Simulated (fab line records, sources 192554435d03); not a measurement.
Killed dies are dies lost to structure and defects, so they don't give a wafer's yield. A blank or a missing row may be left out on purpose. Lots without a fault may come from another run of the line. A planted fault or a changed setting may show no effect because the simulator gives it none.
A struck lot beside a sound one | flow n5_finfet | 16 steps out of a route of 1938
Sound: wafers L773.4, L773.5, L773.6. Struck: wafer L780.4. The cause comes at the end.
At each step with rows: each side's tool, then ch and its chambers, then its first start. Under that, the readings that differ: sound wafers | struck wafers | difference of the means | sigmas: that difference in standard deviations of wafers without a fault.
alike: readings whose means differ by less than 2 such deviations, and words and numbers that are the same on both sides. not compared: withheld readings, readings that some wafer has no value for, bounds like >300 that may hide the same value, and numbers for which the record gives no deviation and whose values overlap.
The two part at a step that has a row with sigmas, a row that says differs or no value, or rows on one side only. Numbers that don't overlap but have no deviation are shown without sigmas and don't part them. A reading that every wafer of one side lacks parts them only if that side has two wafers or more.

first, 5 steps without rows for these wafers: N5_BEOL_M3_EBR_24; N5_BEOL_M3_SOFTBAKE_23 (time 60 s); N5_BEOL_M3_EXPOSE_25 (exposes mask V2, defocus 5 nm); N5_BEOL_M3_PEB_26 (peb time 60 s); N5_BEOL_M3_DEVELOP_27 (develop time 30 s).
N5_BEOL_M3_CD_MEAS_28: target cd 25.7 nm, target cd y 23.3 nm.
  sound on cd_sem-03 ch 0, day 8 15:13; struck on cd_sem-03 ch 0, day 10 10:26
  alike: cd_nm
N5_BEOL_M3_OVL_MEAS_29:
  sound on overlay-01 ch 0, day 8 15:16; struck on overlay-02 ch 0, day 10 10:29
  reading     | sound          | struck | difference | sigmas
  V2_OVL (nm) | -2.0 -0.3 -0.6 | 0.6    | +1.6       | +2
N5_BEOL_M3_INSPECT_30: inspects for defects (brightfield).
  sound on defect_inspect-02, day 8 15:19; struck on defect_inspect-01, day 10 10:31
  alike: raw_defect_count
N5_BEOL_M3_DESCUM_33: chemistry O2, time 7 s.
  sound on rie_diel-01 ch 0,2,3, day 8 15:32; struck on rie_diel-01 ch 1, day 10 10:46
  reading               | sound          | struck | difference | sigmas
  oes_product_au (a.u.) | 0.72 0.78 0.70 | 0.93   | +0.20      | +3
  alike: drypump_motor_current_A, rf_vpp_V, showerhead_plenum_p_Torr, throttle_valve_pct
  not compared: rf_hours_counter_h
N5_BEOL_M3_ETCH_77: etches underlayer in N2/H2, target depth 6.5 nm, time 5.2 s.
  sound on rie_diel-01 ch 0,2,3, day 8 15:34; struck on rie_diel-01 ch 1, day 10 10:48
  reading                | sound             | struck | difference | sigmas
  oes_product_au (a.u.)  | 0.62 0.66 0.59    | 0.79   | +0.17      | +3
  throttle_valve_pct (%) | 18.01 18.54 18.18 | 17.73  | -0.51      | -2
  alike: drypump_motor_current_A, etch_rf_on_time_s, n2_flow_sccm, rf_vpp_V, showerhead_plenum_p_Torr
  not compared: rf_hours_counter_h
N5_BEOL_M3_ETCH_69: etches SiARC in CF4, target depth 15.6 nm, time 26 s.
  sound on rie_diel-01 ch 0,2,3, day 8 15:36; struck on rie_diel-01 ch 1, day 10 10:50
  reading               | sound          | struck | difference | sigmas
  oes_product_au (a.u.) | 0.61 0.66 0.59 | 0.79   | +0.17      | +3
  alike: drypump_motor_current_A, etch_rf_on_time_s, mfc_ar_sccm, rf_vpp_V, showerhead_plenum_p_Torr, throttle_valve_pct
  not compared: rf_hours_counter_h
N5_BEOL_M3_ALD_98: deposits SiO2, target thk 2.5 nm, pulse time 1 s, co reactant pulse time 1 s.
  sound on ald_sin-01 ch 1,2,3, day 8 16:23; struck on ald_sin-01 ch 0, day 10 11:15
  alike: heater_power_w, precursor_pulse_height_rel, susceptor_temp_C
N5_BEOL_M3_ETCHBACK_99: etches SiO2 in CHF3, target depth 5 nm, time 10.4 s.
  sound on rie_diel-01 ch 0,2,3, day 8 18:17; struck on rie_diel-01 ch 1, day 10 16:17
  reading                | sound          | struck | difference                   | sigmas
  oes_product_au (a.u.)  | 0.69 0.76 0.72 | 1.24   | +0.52                        | +7
  rf_hours_counter_h (h) | - - -          | 14     | no value on the sound wafers |
  alike: drypump_motor_current_A, mfc_ar_sccm, rf_vpp_V, showerhead_plenum_p_Torr, throttle_valve_pct
N5_BEOL_M3_ETCH_70: etches SOC in N2/H2, target depth 80 nm, overetch 16 nm, time 120 s.
  sound on rie_diel-01 ch 0,2,3, day 8 18:20; struck on rie_diel-01 ch 1, day 10 16:19
  reading                | sound             | struck | difference                   | sigmas
  oes_product_au (a.u.)  | 0.54 0.58 0.56    | 0.70   | +0.14                        | +2
  rf_hours_counter_h (h) | - - -             | 14     | no value on the sound wafers |
  throttle_valve_pct (%) | 18.13 18.46 17.99 | 17.63  | -0.56                        | -2
  alike: drypump_motor_current_A, n2_flow_sccm, rf_vpp_V, showerhead_plenum_p_Torr
N5_BEOL_M4_RC_MEAS_101:
  sound on prober-01 ch 0, day 9 11:53; struck on prober-02 ch 0, day 11 07:02
  alike: DIBL_N, DIBL_P, IOFF_N, IOFF_P, ION_N, ION_P, SS_N, SS_P, VT_N, VT_P
-- the record jumps here: 4 days lie between the struck wafers' starts before and after (it left off in module BEOL_M4 and takes up again in module PASSIVATION, whose first step shown is number 1936 of the route) --
N5_PASSIVATION_PROBE_49:
  sound on prober-01, day 14 03:05; struck on prober-02, day 15 13:52
  alike: defect_limited_yield, killed_at_M0_to_M3, killed_at_M4_up, killed_at_contacts, killed_at_front_end, killed_at_other, killed_dies, killed_on_rim, killed_open, killed_short, sort_bin_4_leakage, sort_bin_5_function, sort_bin_6_memory, sort_bin_8_speed, sort_n_pass, sort_yield_pct

WHERE THEY PART
First at N5_BEOL_M3_OVL_MEAS_29; last, within this record, at N5_BEOL_M3_ETCH_70. Later steps at which nothing parts them and some readings are alike: N5_BEOL_M4_RC_MEAS_101, N5_PASSIVATION_PROBE_49.

WHY: what the simulator had put in
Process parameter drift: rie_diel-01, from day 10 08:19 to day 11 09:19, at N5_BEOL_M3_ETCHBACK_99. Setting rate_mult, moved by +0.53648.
